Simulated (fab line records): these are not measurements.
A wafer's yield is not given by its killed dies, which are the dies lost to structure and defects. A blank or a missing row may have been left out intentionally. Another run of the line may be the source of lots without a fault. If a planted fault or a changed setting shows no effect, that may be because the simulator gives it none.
fab line records	flow n5Finfet
record lots=11	wafers=33	lastDay=17
route steps=1938 shown BEOL_M2@893 BEOL_M4@1111 PASSIVATION@1936
lots that met no fault: taken from a fault-free run of the same line
startH: hours from the record's first day to the start of the lot's first wafer shown	waitH: time in hours since the lot's previous step	" same as the row above	L1.1+2: several wafers, shown together as one row	- no value present, or no start provided	* or withheld: withheld	< > ~ a bound
route shown NAME@n: names a module that has steps shown in the file, with the first one's number in the route	usual: mean and standard deviation over wafers with no fault	same: alike in all rows	chamber/n: place in a boat	sites: per-site readings	_std_site: the standard deviation of these	_edge_site: inner sites' mean taken away from outer sites' mean	radiusMm: how far each site lies from the wafer's centre	mask NAME#n: copy n	behind: the tool/chamber that last shaped the wafer	hold: what put the lot on hold/how long, in hours/how the hold closed	device: names the non-switching transistor (n, p or np)	end of line: at the end of the route, the tests of the same wafers	a step without rows: its recipe alone	killed: dies that structure and defects cost at the first sort, which is not the same as the wafer's yield	map: a wafer's dies, marking killed ones x, the rest . and places with no die _
set.NAME: the setting that was run; set.NAME@STEP: the one run at that earlier step	model.NAME: the simulator's own value behind a step, which no gauge read
one table for each step of the route and one row for each wafer, over a sample of lots
services: a tool's chamber out of use, with start hour (startH, from the record's first day; less than 0 if before it), hours out, and reason
## steps
# step N5_BEOL_M2_OCD_MEAS_38
# usual trenchDepthNm=54.8/0.96
lot.wafer	tool	chamber	startH	waitH	trenchDepthNm
L302.2	ocd-02	-	137.78	-	54.9
L302.5	"	-	"	"	54.0
L302.6	"	-	"	"	54.9
L301.2	ocd-02	-	140.80	-	55.9
L301.4	"	-	"	"	54.7
L301.6	"	-	"	"	55.6
L303.3	ocd-02	-	144.40	-	57.0
L303.4	"	-	"	"	54.2
L303.5	"	-	"	"	53.9
L316.1	ocd-01	-	233.13	-	56.1
L316.4	"	-	"	"	55.6
L316.6	"	-	"	"	54.2
L315.2	ocd-01	-	233.50	-	54.3
L315.4	"	-	"	"	54.8
L315.6	"	-	"	"	54.4
L317.2	ocd-01	-	233.86	-	57.0
L317.4	"	-	"	"	54.5
L317.6	"	-	"	"	55.1
L318.3	ocd-01	-	241.57	-	54.0
L318.4	"	-	"	"	55.0
L318.6	"	-	"	"	55.1
L319.1	ocd-01	-	254.69	-	52.6
L319.3	"	-	"	"	54.9
L319.4	"	-	"	"	54.5
L321.1	ocd-01	-	257.98	-	55.9
L321.4	"	-	"	"	54.3
L321.6	"	-	"	"	54.4
L322.2	ocd-01	-	267.47	-	54.7
L322.5	"	-	"	"	54.9
L322.6	"	-	"	"	54.7
L323.2	ocd-01	-	274.35	-	56.2
L323.4	"	-	"	"	56.0
L323.5	"	-	"	"	55.8
# step N5_BEOL_M2_CVD_47
# recipe material=Co	targetThkA=30	tempC=withheld	precursor=CCTBA/H2	pressureTorr=30	timeS=223.8
# usual runLengthS=246.4/0.5
lot.wafer	tool	chamber	startH	waitH	runLengthS
L302.2	cvdCo-01	1	138.56	0.1	246.7
L302.5	"	2	"	"	245.4
L302.6	"	0	"	"	246.3
L301.2	cvdCo-01	2	141.86	0.0	245.8
L301.4	"	0	"	"	247.3
L301.6	"	2	"	"	245.4
L303.3	cvdCo-01	1	146.66	0.1	106.3
L303.4	"	2	"	"	245.3
L303.5	"	2	"	"	245.4
L316.1	cvdCo-01	1	234.19	0.0	246.2
L316.4	"	0	"	"	246.6
L316.6	"	1	"	"	246.5
L315.2	cvdCo-02	2	234.23	0.1	245.8
L315.4	"	2	"	"	246.0
L315.6	"	1	"	"	246.2
L317.2	cvdCo-02	1	234.50	0.1	246.3
L317.4	"	2	"	"	246.2
L317.6	"	0	"	"	246.9
L318.3	cvdCo-02	0	242.45	0.1	247.2
L318.4	"	2	"	"	246.0
L318.6	"	1	"	"	246.4
L319.1	cvdCo-01	2	255.86	0.0	246.0
L319.3	"	0	"	"	246.7
L319.4	"	1	"	"	247.1
L321.1	cvdCo-02	2	258.99	0.0	246.1
L321.4	"	2	"	"	246.2
L321.6	"	0	"	"	246.6
L322.2	cvdCo-01	2	268.13	0.0	245.9
L322.5	"	0	"	"	246.6
L322.6	"	1	"	"	246.2
L323.2	cvdCo-01	2	275.50	0.0	245.4
L323.4	"	0	"	"	247.1
L323.5	"	1	"	"	246.4
# step N5_BEOL_M2_SPUTTER_81
# recipe material=Cu	targetThkA=45	tempC=-20	chamberPressurePa=0.07	powerW=withheld	timeS=8.29
# usual throttleValvePct=30.0/0.97
lot.wafer	tool	chamber	startH	waitH	throttleValvePct
L302.2	pvdSputter-02	-	139.17	0.1	30.6
L302.5	"	-	"	"	30.5
L302.6	"	-	"	"	30.7
L301.2	pvdSputter-03	-	142.54	0.1	29.8
L301.4	"	-	"	"	31.1
L301.6	"	-	"	"	29.8
L303.3	pvdSputter-01	-	147.31	0.1	27.7
L303.4	"	-	"	"	30.5
L303.5	"	-	"	"	29.9
L316.1	pvdSputter-01	-	234.79	0.1	30.5
L316.4	"	-	"	"	27.6
L316.6	"	-	"	"	27.7
L315.2	pvdSputter-02	-	234.86	0.1	30.0
L315.4	"	-	"	"	30.6
L315.6	"	-	"	"	30.5
L317.2	pvdSputter-03	-	235.88	0.1	28.5
L317.4	"	-	"	"	30.0
L317.6	"	-	"	"	31.1
L318.3	pvdSputter-01	-	243.05	0.1	30.7
L318.4	"	-	"	"	29.9
L318.6	"	-	"	"	30.5
L319.1	pvdSputter-02	-	256.46	0.1	30.5
L319.3	"	-	"	"	30.2
L319.4	"	-	"	"	30.5
L321.1	pvdSputter-03	-	259.60	0.1	28.6
L321.4	"	-	"	"	30.3
L321.6	"	-	"	"	28.7
L322.2	pvdSputter-01	-	268.74	0.1	29.8
L322.5	"	-	"	"	27.6
L322.6	"	-	"	"	30.8
L323.2	pvdSputter-02	-	276.24	0.1	30.4
L323.4	"	-	"	"	30.3
L323.5	"	-	"	"	30.5
# step N5_BEOL_M2_ANNEAL_87
# recipe tempC=400	timeS=240	ambient=vacuum
# usual heaterPowerW=827/88
lot.wafer	tool	chamber	startH	waitH	heaterPowerW
L302.2	pvdSputter-02	-	139.47	0.0	1031
L302.5	"	-	"	"	1016
L302.6	"	-	"	"	831
L301.2	pvdSputter-03	-	142.84	0.0	714
L301.4	"	-	"	"	801
L301.6	"	-	"	"	699
L303.3	pvdSputter-01	-	147.61	0.0	822
L303.4	"	-	"	"	774
L303.5	"	-	"	"	694
L316.1	pvdSputter-01	-	235.09	0.0	771
L316.4	"	-	"	"	833
L316.6	"	-	"	"	828
L315.2	pvdSputter-02	-	235.16	0.0	775
L315.4	"	-	"	"	836
L315.6	"	-	"	"	999
L317.2	pvdSputter-03	-	236.18	0.0	819
L317.4	"	-	"	"	745
L317.6	"	-	"	"	794
L318.3	pvdSputter-01	-	243.35	0.0	763
L318.4	"	-	"	"	702
L318.6	"	-	"	"	921
L319.1	pvdSputter-02	-	256.76	0.0	767
L319.3	"	-	"	"	854
L319.4	"	-	"	"	995
L321.1	pvdSputter-03	-	259.90	0.0	825
L321.4	"	-	"	"	755
L321.6	"	-	"	"	807
L322.2	pvdSputter-01	-	269.04	0.0	698
L322.5	"	-	"	"	839
L322.6	"	-	"	"	756
L323.2	pvdSputter-02	-	276.54	0.0	857
L323.4	"	-	"	"	758
L323.5	"	-	"	"	842
# step N5_BEOL_M4_RC_MEAS_101
# usual DIBL_N=37.5/1.9	DIBL_P=37.3/2.4	IOFF_N=0.18/0.038	IOFF_P=0.23/0.045	ION_N=677/11	ION_P=464/8.1	SS_N=72.0/0.68	SS_P=73.5/0.77	VT_N=249/3.3	VT_P=-249/3.6
lot.wafer	tool	chamber	startH	waitH	DIBL_N[mV/V]	DIBL_P[mV/V]	IOFF_N[nA/um]	IOFF_P[nA/um]	ION_N[uA/um]	ION_P[uA/um]	SS_N[mV/dec]	SS_P[mV/dec]	VT_N[mV]	VT_P[mV]
L302.2	prober-01	0	163.33	0.2	38.4	37.3	0.22	0.24	688	468	72.3	74.0	242	-247
L302.5	"	0	"	"	36.5	36.1	0.17	0.21	667	460	71.8	73.1	248	-253
L302.6	"	0	"	"	39.9	39.5	0.24	0.27	679	461	72.8	74.7	245	-247
L301.2	prober-02	0	168.38	0.2	38.1	37.5	0.18	0.20	672	449	72.3	73.7	250	-251
L301.4	"	0	"	"	40.4	40.1	0.23	0.24	687	465	73.4	73.7	248	-249
L301.6	"	0	"	"	37.6	36.8	0.17	0.19	665	451	71.6	73.8	252	-254
L303.3	prober-01	0	183.34	0.3	34.8	37.3	0.18	0.20	683	465	72.7	72.9	249	-252
L303.4	"	0	"	"	39.1	44.5	0.26	0.34	693	472	73.3	74.0	244	-242
L303.5	"	0	"	"	35.7	37.7	0.18	0.20	677	460	72.2	72.6	251	-251
L316.1	prober-01	0	267.16	0.0	36.8	35.2	0.17	0.23	682	467	71.5	72.5	251	-245
L316.4	"	0	"	"	37.4	34.8	0.18	0.24	676	470	72.2	73.2	251	-246
L316.6	"	0	"	"	34.9	33.6	0.14	0.19	663	454	71.0	72.4	251	-250
L315.2	prober-02	0	269.07	0.2	36.3	36.8	0.16	0.20	666	460	71.8	73.5	252	-253
L315.4	"	0	"	"	38.0	39.5	0.21	0.23	692	464	72.0	74.0	244	-251
L315.6	"	0	"	"	35.7	36.7	0.16	0.20	672	459	71.4	73.0	249	-250
L317.2	prober-01	0	273.70	0.2	38.6	38.3	0.18	0.26	678	468	72.4	74.2	246	-246
L317.4	"	0	"	"	42.1	41.9	0.27	0.32	703	473	73.1	75.1	244	-243
L317.6	"	0	"	"	40.1	38.9	0.22	0.26	697	474	73.2	74.1	247	-249
L318.3	prober-01	0	275.87	0.7	37.7	40.0	0.19	0.29	687	478	71.9	74.0	248	-243
L318.4	"	0	"	"	32.6	33.0	0.11	0.19	666	473	70.6	71.4	254	-249
L318.6	"	0	"	"	38.4	40.1	0.21	0.32	680	476	71.7	73.3	246	-243
L319.1	prober-02	0	290.96	0.0	40.4	40.5	0.23	0.27	687	463	72.3	74.8	244	-250
L319.3	"	0	"	"	34.6	33.0	0.11	0.16	658	459	71.4	72.1	257	-255
L319.4	"	0	"	"	39.7	38.5	0.23	0.24	690	463	72.9	74.0	244	-246
L321.1	prober-02	0	293.19	0.0	38.6	39.3	0.18	0.24	681	464	71.8	74.7	247	-250
L321.4	"	0	"	"	39.7	40.5	0.23	0.26	683	463	72.4	74.5	244	-249
L321.6	"	0	"	"	40.7	41.6	0.23	0.27	692	470	72.7	74.2	245	-249
L322.2	prober-01	0	298.54	0.2	35.9	35.1	0.15	0.20	672	460	72.0	74.0	250	-250
L322.5	"	0	"	"	34.5	32.9	0.13	0.17	650	450	71.4	72.2	253	-253
L322.6	"	0	"	"	38.4	39.1	0.22	0.30	701	482	72.4	73.5	244	-243
L323.2	prober-02	0	300.38	0.2	38.9	38.9	0.22	0.25	682	458	72.6	73.9	248	-249
L323.4	"	0	"	"	36.0	36.7	0.15	0.21	675	466	71.9	72.7	249	-248
L323.5	"	0	"	"	34.5	36.0	0.13	0.20	664	462	71.6	73.4	253	-250
# step N5_PASSIVATION_PROBE_49
# usual defectLimitedYield=91.2/1.5	killed_at_M0_to_M3=31/10	killed_at_M4_up=15/5.9	killedAtContacts=13/6	killedAtFrontEnd=41/11	killedAtOther=4/3.1	killedDies=104/18	killedOpen=68/13	killedShort=33/8.1	sort_bin_4_leakage=0.00/0.03	sort_bin_5_function=5.1/1.1	sort_bin_6_memory=3.2/0.69	sort_bin_8_speed=0.01/0.045	sortNPass=1076/18
# same grossDies=1180	killedAtBackSide=0
lot.wafer	tool	chamber	startH	waitH	defectLimitedYield[%]	killed_at_M0_to_M3	killed_at_M4_up	killedAtContacts	killedAtFrontEnd	killedAtOther	killedDies	killedOpen	killedShort	sort_bin_4_leakage[%]	sort_bin_5_function[%]	sort_bin_6_memory[%]	sort_bin_8_speed[%]	sortNPass
L301.2	prober-01	-	279.54	0.1	91.3	23	6	25	44	5	103	68	35	0	4.7	3.9	0	1077
L301.4	prober-01	-	279.64	0.2	92.7	24	12	12	36	2	86	47	36	0	4.3	2.8	0	1094
L301.6	prober-01	-	279.74	0.3	91.0	32	9	17	45	3	106	67	37	0	5.3	3.4	0	1074
L303.3	prober-02	-	279.75	0.1	92.0	27	15	23	28	1	94	64	29	0	5.2	2.6	0	1086
L303.4	prober-02	-	279.80	0.2	92.7	29	12	15	23	7	86	57	28	0	4.7	2.4	0	1094
L303.5	prober-02	-	279.85	0.2	89.5	38	21	25	35	5	124	95	26	0	6.4	4.0	0	1056
L315.2	prober-01	-	364.54	0.1	91.4	35	11	15	38	2	101	71	28	0	4.7	3.4	0	1079
L315.4	prober-01	-	364.64	0.2	89.7	34	18	26	43	1	122	85	37	0	6.9	3.2	0	1058
L315.6	prober-01	-	364.74	0.3	95.5	16	1	7	29	0	53	34	19	0	2.2	2.1	0	1127
L316.1	prober-01	-	372.28	0.0	92.2	28	17	13	28	6	92	57	26	0	3.8	3.0	0	1088
L316.4	prober-01	-	372.43	0.2	92.3	31	14	15	27	4	91	52	39	0	3.9	3.4	0	1089
L316.6	prober-01	-	372.53	0.3	91.8	50	6	3	37	1	97	68	29	0	5.5	2.5	0	1083
L318.4	prober-01	-	379.21	0.2	90.5	28	12	15	55	2	112	73	36	0	5.3	3.9	0.17	1068
L317.2	prober-01	-	379.41	0.1	91.9	32	19	13	31	1	96	73	23	0	4.7	3.1	0	1084
L317.4	prober-01	-	379.51	0.2	91.0	37	12	14	36	7	106	74	29	0.17	5.1	3.6	0	1072
L317.6	prober-01	-	379.61	0.3	91.9	27	14	12	38	5	96	68	18	0	4.6	2.7	0	1084
L322.2	prober-01	-	394.41	0.1	89.2	21	22	16	66	2	127	84	34	0	5.3	4.7	0	1053
L322.5	prober-01	-	394.56	0.2	89.5	13	21	13	71	6	124	87	36	0	6.7	3.4	0	1056
L322.6	prober-01	-	394.61	0.3	91.5	20	19	4	46	11	100	62	28	0	5.5	2.0	0	1080
L319.1	prober-02	-	394.70	0.0	90.6	27	22	9	50	3	111	76	35	0	5.8	3.2	0	1069
L319.3	prober-02	-	394.80	0.1	91.1	16	17	12	54	6	105	62	38	0	4.7	3.2	0	1075
L319.4	prober-02	-	394.85	0.2	90.3	23	31	11	44	6	115	78	37	0	5.7	3.8	0	1065
# killed by level:class
L301.2 MOL_CONTACT_COAG:geometricParticle:open=19 DUMMY_GATE:geometricParticle:open=12 BEOL_M0_SAQP:geometricParticle:short=8 STI_FIN_REVEAL:geometricParticle:open=6 MOL_CONTACT_COAG:geometricParticle:short=6 FIN_SAQP:geometricParticle:short=5 FIN_SAQP:geometricParticle:open=5 BEOL_M0_SAQP:geometricParticle:open=5
L301.4 MOL_CONTACT_COAG:geometricParticle:open=9 BEOL_M0_SAQP:geometricParticle:short=9 STI_FIN_REVEAL:geometricParticle:open=7 GATE_CUT:geometricParticle:short=7 BEOL_M0_SAQP:geometricParticle:open=5 DUMMY_GATE:geometricParticle:open=4 STARTING-WAFER:geometricParticle:open=4 FIN_SAQP:geometricParticle:short=3
L301.6 MOL_CONTACT_COAG:geometricParticle:open=14 STI_FIN_REVEAL:geometricParticle:open=13 BEOL_M0_SAQP:geometricParticle:open=11 GATE_CUT:geometricParticle:short=7 BEOL_M0_SAQP:geometricParticle:short=7 FIN_SAQP:geometricParticle:open=6 STI_FIN_REVEAL:geometricParticle:short=5 BEOL_M2:geometricParticle:open=5
L303.3 MOL_CONTACT_COAG:geometricParticle:open=18 DUMMY_GATE:geometricParticle:open=8 BEOL_M4:geometricParticle:open=7 BEOL_M0_SAQP:geometricParticle:short=6 BEOL_M1:geometricParticle:open=6 MOL_CONTACT_COAG:geometricParticle:short=5 BEOL_M4:geometricParticle:short=5 GATE_CUT:geometricParticle:short=4
L303.4 MOL_CONTACT_COAG:geometricParticle:open=13 BEOL_M2:geometricParticle:open=12 BEOL_M0_SAQP:geometricParticle:short=7 FIN_SAQP:geometricParticle:open=5 STI_FIN_REVEAL:geometricParticle:open=5 PAD_METAL:geometricParticle:short=4 FIN_SAQP:geometricParticle:short=3 BEOL_M0_SAQP:geometricParticle:open=3
L303.5 MOL_CONTACT_COAG:geometricParticle:open=22 BEOL_M4:geometricParticle:open=12 STI_FIN_REVEAL:geometricParticle:open=10 BEOL_M1:geometricParticle:open=9 BEOL_M2:geometricParticle:open=9 BEOL_M0_SAQP:geometricParticle:short=7 DUMMY_GATE:geometricParticle:open=6 BEOL_M0_SAQP:geometricParticle:open=6
L315.2 MOL_CONTACT_COAG:geometricParticle:open=13 BEOL_M3:geometricParticle:open=10 STI_FIN_REVEAL:geometricParticle:open=9 DUMMY_GATE:geometricParticle:open=7 BEOL_M4:geometricParticle:open=6 BEOL_M0_SAQP:geometricParticle:open=5 FIN_SAQP:geometricParticle:open=4 STI_FIN_REVEAL:geometricParticle:short=4
L315.4 MOL_CONTACT_COAG:geometricParticle:open=21 FIN_SAQP:geometricParticle:open=13 BEOL_M3:geometricParticle:open=9 BEOL_M4:geometricParticle:open=9 STI_FIN_REVEAL:geometricParticle:open=8 BEOL_M0_SAQP:geometricParticle:open=6 GATE_CUT:geometricParticle:short=5 MOL_CONTACT_COAG:geometricParticle:short=5
L315.6 STI_FIN_REVEAL:geometricParticle:open=6 MOL_CONTACT_COAG:geometricParticle:open=6 BEOL_M3:geometricParticle:open=6 STARTING-WAFER:geometricParticle:short=5 FIN_SAQP:geometricParticle:open=3 FIN_CUT:geometricParticle:open=3 ILD0:geometricParticle:short=3 BEOL_M0_SAQP:geometricParticle:short=3
L316.1 BEOL_M1:geometricParticle:open=11 BEOL_M4:geometricParticle:open=10 HKMG_FIN:areaEtch=9 MOL_CONTACT_COAG:geometricParticle:short=7 MOL_CONTACT_COAG:geometricParticle:open=6 DUMMY_GATE:geometricParticle:open=5 MIM_TOP:geometricParticle:open=4 STI_FIN_REVEAL:geometricParticle:open=3
L316.4 BEOL_M0_SAQP:geometricParticle:short=12 MOL_CONTACT_COAG:geometricParticle:open=10 BEOL_M4:geometricParticle:open=10 BEOL_M0_SAQP:geometricParticle:open=8 FIN_SAQP:geometricParticle:short=7 STI_FIN_REVEAL:geometricParticle:open=5 MOL_CONTACT_COAG:geometricParticle:short=5 STARTING-WAFER:geometricParticle:open=5
L316.6 BEOL_M0_SAQP:geometricParticle:open=19 BEOL_M0_SAQP:geometricParticle:short=9 STI_FIN_REVEAL:geometricParticle:open=8 BEOL_M3:geometricParticle:open=7 FIN_SAQP:geometricParticle:short=6 BEOL_M1:geometricParticle:open=6 FIN_SAQP:geometricParticle:open=5 BEOL_M2:geometricParticle:open=4
L318.4 MOL_CONTACT_COAG:geometricParticle:open=12 FIN_SAQP:geometricParticle:open=11 STI_FIN_REVEAL:geometricParticle:open=11 BEOL_M0_SAQP:geometricParticle:short=10 FIN_SAQP:geometricParticle:short=6 STI_FIN_REVEAL:geometricParticle:short=6 DUMMY_GATE:geometricParticle:open=6 BEOL_M2:geometricParticle:open=6
L317.2 STI_FIN_REVEAL:geometricParticle:open=11 MOL_CONTACT_COAG:geometricParticle:open=11 BEOL_M3:geometricParticle:open=9 BEOL_M0_SAQP:geometricParticle:open=7 BEOL_M2:geometricParticle:short=7 BEOL_M4:geometricParticle:open=7 FIN_SAQP:geometricParticle:open=5 BEOL_M2:geometricParticle:open=5
L317.4 STI_FIN_REVEAL:geometricParticle:open=15 MOL_CONTACT_COAG:geometricParticle:open=12 BEOL_M2:geometricParticle:open=10 BEOL_M0_SAQP:geometricParticle:short=8 BEOL_M1:geometricParticle:open=6 FIN_SAQP:geometricParticle:open=5 BEOL_M3:geometricParticle:open=5 BEOL_M4:geometricParticle:open=5
L317.6 STI_FIN_REVEAL:geometricParticle:open=10 MOL_CONTACT_COAG:geometricParticle:open=10 HKMG_FIN:areaEtch=9 BEOL_M3:geometricParticle:open=7 BEOL_M0_SAQP:geometricParticle:open=6 BEOL_M1:geometricParticle:open=6 BEOL_M2:geometricParticle:open=5 BEOL_M4:geometricParticle:open=4
L322.2 STI_FIN_REVEAL:geometricParticle:open=14 MOL_CONTACT_COAG:geometricParticle:open=12 BEOL_M4:geometricParticle:open=10 FIN_SAQP:geometricParticle:open=9 DUMMY_GATE:geometricParticle:open=9 BEOL_M3:geometricParticle:open=6 HKMG_FIN:areaEtch=6 BEOL_M2:geometricParticle:open=5
L322.5 STI_FIN_REVEAL:geometricParticle:open=24 FIN_SAQP:geometricParticle:open=13 BEOL_M4:geometricParticle:open=12 FIN_SAQP:geometricParticle:short=10 MOL_CONTACT_COAG:geometricParticle:open=9 STI_FIN_REVEAL:geometricParticle:short=8 STARTING-WAFER:geometricParticle:open=6 BEOL_M2:geometricParticle:open=4
L322.6 STI_FIN_REVEAL:geometricParticle:open=9 HKMG_FIN:areaEtch=9 FIN_SAQP:geometricParticle:open=8 BEOL_M4:geometricParticle:open=8 DUMMY_GATE:geometricParticle:open=5 FIN_SAQP:geometricParticle:short=4 GATE_CUT:geometricParticle:short=4 MOL_CONTACT_COAG:geometricParticle:open=4
L319.1 FIN_SAQP:geometricParticle:open=15 BEOL_M4:geometricParticle:open=12 FIN_SAQP:geometricParticle:short=9 MOL_CONTACT_COAG:geometricParticle:open=9 STI_FIN_REVEAL:geometricParticle:open=7 BEOL_M2:geometricParticle:open=7 BEOL_M0_SAQP:geometricParticle:short=7 GATE_CUT:geometricParticle:open=5
L319.3 FIN_SAQP:geometricParticle:open=16 FIN_SAQP:geometricParticle:short=9 MOL_CONTACT_COAG:geometricParticle:open=9 STI_FIN_REVEAL:geometricParticle:open=7 BEOL_M3:geometricParticle:open=7 BEOL_M4:geometricParticle:open=6 STARTING-WAFER:geometricParticle:short=5 HKMG_FIN:areaEtch=5
L319.4 BEOL_M4:geometricParticle:open=19 FIN_SAQP:geometricParticle:open=18 MOL_CONTACT_COAG:geometricParticle:open=8 FIN_SAQP:geometricParticle:short=7 BEOL_M2:geometricParticle:open=6 GATE_CUT:geometricParticle:short=4 BEOL_M0_SAQP:geometricParticle:open=4 BEOL_M4:geometricParticle:short=4
## services
tool	chamber	startH	hours	kind
cvdCo-01	1	114.67	-	clean
cvdCo-01	1	114.67	22.0	scheduledDown
cvdCo-01	1	114.67	22.0	ventCycle
cvdCo-01	0	146.09	6.7	repair
cvdCo-02	-	209.48	1.7	repair
cvdCo-01	2	213.79	12.7	repair
cvdCo-02	0	215.00	7.3	repair
cvdCo-01	-	234.55	6.9	pm
cvdCo-02	1	266.42	5.5	repair
cvdCo-01	-	271.69	0.7	repair
## key
firstSign step=N5_BEOL_M2_CVD_47	reading=runLengthS	direction=down	sigmas=99+	usual=*	struck=*
effect none on later readings
metAt N5_BEOL_M2_CVD_47
struckLots L303
struckWafers L303.3
notActingAt N5_BEOL_M2_OCD_MEAS_38,N5_BEOL_M2_SPUTTER_81,N5_BEOL_M2_ANNEAL_87
onsetBetween 141.86 146.66
fault kind=processParameterDrift	tool=cvdCo-01	chamber=-	onsetH=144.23	steps=N5_BEOL_M2_CVD_47	channel=timeS	offset=*	shape=step	endH=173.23	scope=struckWafersOnly	actsIn=*	stated=*
